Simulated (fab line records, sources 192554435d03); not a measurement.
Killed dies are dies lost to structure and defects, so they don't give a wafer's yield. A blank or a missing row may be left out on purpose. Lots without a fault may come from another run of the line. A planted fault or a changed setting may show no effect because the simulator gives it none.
Which tool did it? | flow n5_finfet | 11 lots, 29 wafers sampled, at 4 steps of a route of 1938

WHAT THE GAUGES READ, wafer by wafer
N5_BEOL_M0_SAQP_OVL_MEAS_41.
lot  | measured     | on         | M0_CUT1_OVL (nm)
L752 | day 5 20:45  | overlay-01 | 1.6 0.8 1.7
L757 | day 6 20:11  | overlay-02 | -0.4 0.3
L758 | day 7 00:59  | overlay-02 | 0.2 0.2 0.0
L764 | day 8 13:25  | overlay-01 | 1.4 1.9
L767 | day 9 12:54  | overlay-02 | -0.3 -0.4 0.2
L768 | day 9 21:20  | overlay-02 | 0.9 0.4
L770 | day 10 04:09 | overlay-02 | 1.2 1.2
L771 | day 10 12:19 | overlay-02 | 1.4 -0.5 1.3
L772 | day 10 15:11 | overlay-02 | 0.7 -0.3 0.1
L774 | day 11 09:53 | overlay-02 | 0.6 1.2 0.8
L775 | day 11 10:08 | overlay-02 | 0.5 1.2 1.2

WHICH TOOL RAN EACH LOT (tool, then ch and the chambers of the sampled wafers, then the start)
lot  | N5_BEOL_M0_SAQP_ETCH_101           | N5_BEOL_M0_SAQP_ETCH_102         | N5_BEOL_M0_SAQP_COAT_72
L752 | rie_diel-03 ch 0,1,3, day 5 18:18  | rie_si-04 ch 0,1,3, day 5 18:25  | litho_track-05 ch 0, day 5 20:27
L757 | rie_diel-05 ch 0, day 6 17:56      | rie_si-01 ch 0,3, day 6 18:02    | litho_track-05 ch 0, day 6 19:52
L758 | rie_diel-06 ch 0,1,2, day 6 22:50  | rie_si-06 ch 0,1,3, day 6 22:56  | litho_track-05 ch 0, day 7 00:41
L764 | rie_diel-03 ch 0,1, day 8 09:31    | rie_si-06 ch 0,1, day 8 09:37    | litho_track-01 ch 0, day 8 13:07
L767 | rie_diel-05 ch 1,3, day 9 09:11    | rie_si-06 ch 2,3, day 9 09:17    | litho_track-01 ch 0, day 9 12:28
L768 | rie_diel-06 ch 2,3, day 9 18:49    | rie_si-06 ch 0,3, day 9 18:55    | litho_track-04 ch 0, day 9 20:52
L770 | rie_diel-05 ch 0,1, day 10 01:58   | rie_si-06 ch 0,2, day 10 02:05   | litho_track-01 ch 0, day 10 03:52
L771 | rie_diel-03 ch 1,3, day 10 10:16   | rie_si-04 ch 0,1,2, day 10 10:22 | litho_track-01 ch 0, day 10 12:01
L772 | rie_diel-03 ch 0,1,3, day 10 13:06 | rie_si-06 ch 0,3, day 10 13:10   | litho_track-05 ch 0, day 10 14:52
L774 | rie_diel-05 ch 0,1,2, day 11 04:35 | rie_si-01 ch 0,1,3, day 11 04:41 | litho_track-04 ch 0, day 11 08:36
L775 | rie_diel-05 ch 0,2,3, day 11 07:29 | rie_si-01 ch 0,2,3, day 11 07:35 | litho_track-01 ch 0, day 11 09:38
- N5_BEOL_M0_SAQP_ETCH_101: etches SiNx in CH3F/O2, target depth 29.9 nm, time 42.7 s.
- N5_BEOL_M0_SAQP_ETCH_102: etches SiO2 in CF4, target depth 4 nm, time 4.4 s.
- N5_BEOL_M0_SAQP_COAT_72: time 60 s, resist thk 15 nm.

THE ANSWER, worked out from the rows above alone
Rule: what is usual is taken from the lots themselves. Put in order of their means at a reading, lots are off if they are a third of the lots or fewer, leave a main group of 4 or more, and stand apart from it by a gap of 3 or more times the standard deviation of the main group's means; of several such gaps the widest counts. A main group whose means are all the same, to the digits that the tables above print for the reading, isn't used. A lot without any number at a reading at which 4 lots or more have one is off too. The other lots that the step has rows for count as sound.
No lot is off at any reading shown: from this, nothing can be told.

WHAT THE SIMULATOR HAD PUT IN
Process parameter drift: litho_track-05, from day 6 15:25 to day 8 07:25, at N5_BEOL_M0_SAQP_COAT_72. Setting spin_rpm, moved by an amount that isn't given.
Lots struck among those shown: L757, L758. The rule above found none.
